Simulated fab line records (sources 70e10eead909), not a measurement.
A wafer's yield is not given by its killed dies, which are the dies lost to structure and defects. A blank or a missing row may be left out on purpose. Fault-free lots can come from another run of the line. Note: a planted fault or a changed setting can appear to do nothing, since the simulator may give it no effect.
Problem report, 8D (eight disciplines) form, completed by code | flow nand harc | the parts of the form that need people (team, actions taken, sign-off) are left out

## 1. THE ISSUE
oes product au at NHARC_A_STAIRCASE_ETCH_453 reads a mean of 0.962 a.u. on 1 wafer of 1 lot; wafers without a fault read 1.001 a.u. with a standard deviation of 0.0095. That puts it -4.1 standard deviations away from the usual mean.
The step: etches the open film in CF4/O2, target depth 30 nm, overetch 3 nm, time 16.5 s.
First observed at day 22 04:06: wafer L580.2, on rie diel-10. The record holds 33 wafers of 11 lots with a number at this step. By rule, "out" or "out of limits" means more than 4 standard deviations away from the usual mean. All remaining wafers that have a number are taken as sound.

## 2. WHAT THIS IS AND IS NOT
question                    | is                | is not
which readings at this step | oes product au    | drypump motor current A, rf vpp V, showerhead plenum p Torr, throttle valve pct
which lots                  | L580              | L567, L568, L569, L570, L581, L582, L583, L588, L589, L590
which wafers of those lots  | L580.2            | L580.3, L580.5
read on which tools         | rie diel-10       | rie diel-03, rie diel-07
when                        | from day 22 04:06 | up to then (14 sound wafers); but 18 sound wafers of L581, L582, L583, L588, L589, L590 came after

## 3. THE SUSPECTS, EACH WITH WHAT RULES IT OUT
Counting: a tool at a process step up to the reading stays a suspect if it ran every lot that is out. Sound lots after the first of them don't rule it out here, since some wafers of a struck lot are sound.
- rie diel-03 at NHARC_A_STAIRCASE_DESCUM_291 (chemistry O2, time 3 s): kept. L580, the lot that is out, went through it at day 21 22:03; up to then, the latest sound lot through it was L570 at day 18 12:46.
- rie diel-10 at NHARC_A_STAIRCASE_DESCUM_312 (chemistry O2, time 3 s): kept. L580, the lot that is out, went through it at day 22 03:31; up to then, the latest sound lot through it was L569 at day 18 12:20.
- rie diel-10 at NHARC_A_STAIRCASE_ETCH_453 (etches the open film in CF4/O2, target depth 30 nm, overetch 3 nm, time 16.5 s): kept. L580, the lot that is out, went through it at day 22 04:06; up to then, the latest sound lot through it was L569 at day 18 12:59. Its own oes product au readings are out on those wafers.
- Within rie diel-03 at NHARC_A_STAIRCASE_DESCUM_291: the wafers that are out ran in chamber 1; their sound lot-mates ran in chambers 0, 2.
- Within rie diel-10 at NHARC_A_STAIRCASE_DESCUM_312: the wafers that are out ran in chamber 0; their sound lot-mates ran in chambers 2, 3.
- Within rie diel-10 at NHARC_A_STAIRCASE_ETCH_453: the wafers that are out ran in chamber 0; their sound lot-mates ran in chambers 1, 2.
Still standing after the count: rie diel-03 at NHARC_A_STAIRCASE_DESCUM_291, rie diel-10 at NHARC_A_STAIRCASE_DESCUM_312, rie diel-10 at NHARC_A_STAIRCASE_ETCH_453.

## 4. THE CAUSE (what the simulator had put in)
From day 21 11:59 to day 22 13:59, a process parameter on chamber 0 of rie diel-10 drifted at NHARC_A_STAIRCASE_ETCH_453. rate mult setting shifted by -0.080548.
After counting, 3 suspects remain, this tool included.

## 5. SEQUENCE OF EFFECTS, ordered by route
Each row: a reading whose mean over the struck wafers that have a number lies more than 3 standard deviations from the usual. Only readings whose record carries a usual standard deviation are examined. hours: median over the lots of the time between each lot's start at the first step of this table that gives one and its start at this step. sigmas: the change, counted in usual standard deviations.
hours | step                       | reading        | usual      | on struck wafers | change | sigmas
0     | NHARC_A_STAIRCASE_ETCH_453 | oes product au | 1.001 a.u. | 0.962            | -0.039 | -4.1
Its process steps:
- NHARC_A_STAIRCASE_ETCH_453: etches the open film in CF4/O2, target depth 30 nm, overetch 3 nm, time 16.5 s.

## 6. WHAT WOULD HAVE CAUGHT IT SOONER
First out-of-limits reading in this record: day 22 04:06, which is 16 hours after fault onset at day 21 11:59.
